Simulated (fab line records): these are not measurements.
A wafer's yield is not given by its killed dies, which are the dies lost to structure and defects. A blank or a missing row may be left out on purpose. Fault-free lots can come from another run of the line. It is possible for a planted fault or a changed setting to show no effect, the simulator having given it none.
Chamber matching + flow nand-harc + ald-hk-04 running NHARC_A_WL_FILL_ALD_10: 4 sister chambers
The step deposits SiO2, target thk 50 nm, pulse time 10 s, ald cycles 500. 4 wafers are shown with their chamber, then 10 later ones without.

== WAFERS WITH THEIR CHAMBER ==
| wafer  | chamber | heater-power-w (W) |
|--------|---------|--------------------|
| L090.1 | 1       | 488                |
| L090.2 | 2       | 535                |
| L093.1 | 0       | 469                |
| L093.4 | 3       | 566                |

== WAFERS WHOSE CHAMBER IS MISSING ==
| wafer  | heater-power-w (W) |
|--------|--------------------|
| L093.6 | 485                |
| L094.4 | 539                |
| L094.3 | 479                |
| L094.5 | 536                |
| L095.2 | 547                |
| L095.4 | 557                |
| L095.6 | 558                |
| L096.2 | 484                |
| L096.4 | 558                |
| L096.6 | 480                |

== WHICH CHAMBER EACH WENT THROUGH ==
| wafer  | from the rows above     | in truth |
|--------|-------------------------|----------|
| L093.6 | can't be placed: 1 or 0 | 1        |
| L094.4 | 2                       | 2        |
| L094.3 | can't be placed: 1 or 0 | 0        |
| L094.5 | 2                       | 2        |
| L095.2 | can't be placed: 2 or 3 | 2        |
| L095.4 | can't be placed: 3 or 2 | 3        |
| L095.6 | 3                       | 3        |
| L096.2 | can't be placed: 1 or 0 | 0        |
| L096.4 | 3                       | 3        |
| L096.6 | can't be placed: 1 or 0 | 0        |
Correctly placed: 4 of 10. Cannot be placed on the basis of these rows: 6; the candidates contain the true chamber in 6. Placed wrongly: 0.
How it was worked out, from the rows above alone: a wafer's distance from a chamber is the root of the sum, over the readings, of the square of ((its reading less the chamber's mean) divided by the reading's scatter). If the next closest chamber is less than 2 further off than the closest, the wafer can't be placed; otherwise it belongs to the closest. For every chamber, the mean is computed from those of its wafers that are shown. The scatter: with one shown wafer a chamber, the root of the mean of the squares of how far each hidden wafer lies from its nearest shown one.
